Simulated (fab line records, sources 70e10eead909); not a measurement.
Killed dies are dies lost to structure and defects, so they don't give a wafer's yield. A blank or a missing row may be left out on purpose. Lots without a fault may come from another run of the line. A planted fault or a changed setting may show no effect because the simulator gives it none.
A struck lot beside a sound one | flow nand_harc | 14 steps out of a route of 1302
Sound: wafers L844.2, L844.5, L844.6. Struck: wafers L865.2, L865.3, L865.6. The cause comes at the end.
At each step with rows: each side's tool, then ch and its chambers, then its first start. Under that, the readings that differ: sound wafers | struck wafers | difference of the means | sigmas: that difference in standard deviations of wafers without a fault.
alike: readings whose means differ by less than 2 such deviations, and words and numbers that are the same on both sides. not compared: withheld readings, readings that some wafer has no value for, bounds like >300 that may hide the same value, and numbers for which the record gives no deviation and whose values overlap.
The two part at a step that has a row with sigmas, a row that says differs or no value, or rows on one side only. Numbers that don't overlap but have no deviation are shown without sigmas and don't part them. A reading that every wafer of one side lacks parts them only if that side has two wafers or more.

first, 1 step without rows for these wafers: NHARC_A_CONTACT_STRIP_27 (strips in post etch residue remover, time 600 s).
NHARC_A_CONTACT_ALD_18: deposits TiN, target thk 3 nm, pulse time 1 s, ald cycles 150.
  sound on ald_metal-03 ch 2,3, day 23 00:50; struck on ald_metal-03 ch 0,1,3, day 31 06:28
  alike: heater_power_outer_w, heater_power_w, precursor_pulse_height_rel
  not compared: since_wet_clean_h
NHARC_A_CONTACT_CVD_19: deposits W, target thk 300 nm, time 802 s.
  sound on cvd_w-01 ch 0,1; struck on cvd_w-01 ch 0
  alike: heater_power_outer_w, heater_power_w, mfc_h2_sccm, throttle_valve_pct
  not compared: since_wet_clean_h
NHARC_A_CONTACT_CMP_20: polishes, t overpolish 30 s, target thk 300 nm.
  sound on cmp-04 ch 0,3, day 23 01:57; struck on cmp-04 ch 0,1,2, day 31 07:35
  alike: edge_zone_pressure_frac, motor_current_A, overpolish_run_s, time_to_endpoint_s
then, 1 step without rows for these wafers: NHARC_A_CONTACT_SRD_22.
NHARC_A_CONTACT_INSPECT_23:
  sound on defect_inspect-02, day 23 02:20; struck on defect_inspect-01, day 31 07:58
  alike: raw_defect_count
then, 5 steps without rows for these wafers: NHARC_A_BLC_DEHYDRATE_00 (time 120 s); NHARC_A_BLC_HMDS_01 (time 30 s); NHARC_A_BLC_COAT_02 (time 75 s); NHARC_A_BLC_COAT_03 (time 65 s); NHARC_A_BLC_COAT_04 (resist thk 90 nm).
NHARC_A_BLC_SOFTBAKE_05: time 55 s.
  sound on litho_track-01 ch 0, day 23 02:00; struck on litho_track-01 ch 0, day 31 08:00
  reading                  | sound                | struck               | difference | sigmas
  heater_power_total_W (W) | 188.46 188.46 188.42 | 165.43 165.45 165.46 | -23.00     | -99 or more
  alike: chill_plate_temp_C
then, 1 step without rows for these wafers: NHARC_A_BLC_EBR_06.
NHARC_END_SORT_01:
  the record has rows for the sound wafers here (prober-01 ch 0, day 24 21:26) and none for the struck ones

WHERE THEY PART
First at NHARC_A_BLC_SOFTBAKE_05; last, within this record, at NHARC_END_SORT_01.

WHY: what the simulator had put in
Process parameter drift: litho_track-01, from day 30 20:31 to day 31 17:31, at NHARC_A_BLC_SOFTBAKE_05. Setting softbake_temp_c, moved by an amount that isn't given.
